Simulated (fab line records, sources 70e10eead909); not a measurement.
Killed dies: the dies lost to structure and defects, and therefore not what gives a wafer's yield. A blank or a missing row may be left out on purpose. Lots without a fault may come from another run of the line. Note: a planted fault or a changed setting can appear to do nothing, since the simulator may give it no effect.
3 desks, one fault    flow nandHarc    only its own numbers are on each desk; what lay behind them is given at the end

## FROM THE METROLOGY DESK
What the gauges read for every lot (on any tool): the sampled wafers with a number, averaged. The brackets show how far a lot's mean lies from the usual mean; more than 4 standard deviations puts the lot out of limits, marked OUT.
Columns: A = thkNm at NHARC_A_ONON_D1_THK_MEAS_27, usual 1001 nm
lot   first seen here  A
L920  day 8 08:41      1012
L924  day 9 22:31      1018
L925  day 10 05:14     990
L933  day 13 13:34     1001
L934  day 14 07:41     1001
L935  day 14 07:41     1021
L937  day 15 03:49     991
L936  day 15 03:49     1013
L939  day 16 04:08     1003
L940  day 16 17:47     1005
L941  day 16 18:02     999
L942  day 17 13:01     988
Result from this desk: across the 12 lots, nothing is out of limits.

## THE DEFECT DESK
Inspection counts along the route, by lot: the mean over sampled wafers that carry a number. The brackets show how far a lot's mean lies from the usual mean; more than 4 standard deviations puts the lot out of limits, marked OUT.
Columns: A = rawDefectCount at NHARC_A_ONON_D1_INSPECT_32, usual 62; B = rawDefectCount at NHARC_A_CHANNEL_HOLE_D1_INSPECT_12, usual 4.9; C = rawDefectCount at NHARC_A_CHANNEL_HOLE_D1_INSPECT_40, usual 79
lot   first seen here  A   B                        C
L920  day 8 09:48      80  6.3                      42
L924  day 9 23:38      63  314.3 (+99 or more) OUT  410 (+11) OUT
L925  day 10 06:21     72  339.7 (+99 or more) OUT  401 (+11) OUT
L933  day 13 14:49     67  7.7                      108
L935  day 14 09:46     36  3.7                      60
L934  day 14 10:02     62  3.7                      109
L937  day 15 04:56     48  3.0                      100
L936  day 15 04:57     90  5.3                      81
L939  day 16 05:20     61  3.7                      121
L940  day 16 18:53     45  3.3                      70
L941  day 16 19:12     54  5.0                      61
L942  day 17 14:08     58  4.0                      63
This desk's finding: out of limits on L924, L925; first on L924, day 10 02:28 (rawDefectCount at NHARC_A_CHANNEL_HOLE_D1_INSPECT_12). L920, L933, L935, L934, L937, L936, L939, L940, L941, L942 stayed within limits.

## FOR THE TOOL OWNER'S DESK: aclDep-03
The tool's own readings at NHARC_A_CHANNEL_HOLE_D1_DEP_00 (deposits aC, target thk 3100 nm): means of the sampled wafers that have a number, for each lot that ran on this tool. The brackets show how far a lot's mean lies from the usual mean; more than 4 standard deviations puts the lot out of limits, marked OUT.
Columns: A = throttleValvePct at NHARC_A_CHANNEL_HOLE_D1_DEP_00, usual 34.998 %
lot   first seen here  A
L920  day 8 09:52      35.000
L924  day 10 00:39     34.987
L925  day 10 07:31     34.993
L934  day 14 10:44     35.004
L936  day 15 05:01     34.997
L941  day 16 22:06     34.992
Result from this desk: across the 6 lots, nothing is out of limits.

## TAKEN TOGETHER
The defect desk could have raised an alarm at day 10 02:28, on L924, L925.
The metrology desk saw nothing out of limits.
The tool owner's desk saw nothing out of limits.
The metrology desk has L924, L925 on record, within its limits.
On record at the tool owner's desk: L924, L925, within its limits.
Every lot named ran NHARC_A_CHANNEL_HOLE_D1_DEP_00 on aclDep-03.

## WHAT WAS PUT IN BY THE SIMULATOR
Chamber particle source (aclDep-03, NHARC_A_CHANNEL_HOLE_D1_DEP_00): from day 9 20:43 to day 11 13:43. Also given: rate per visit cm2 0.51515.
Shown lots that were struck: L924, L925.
Hours from the fault's start to each desk's first reading out of limits: the defect desk, 6.
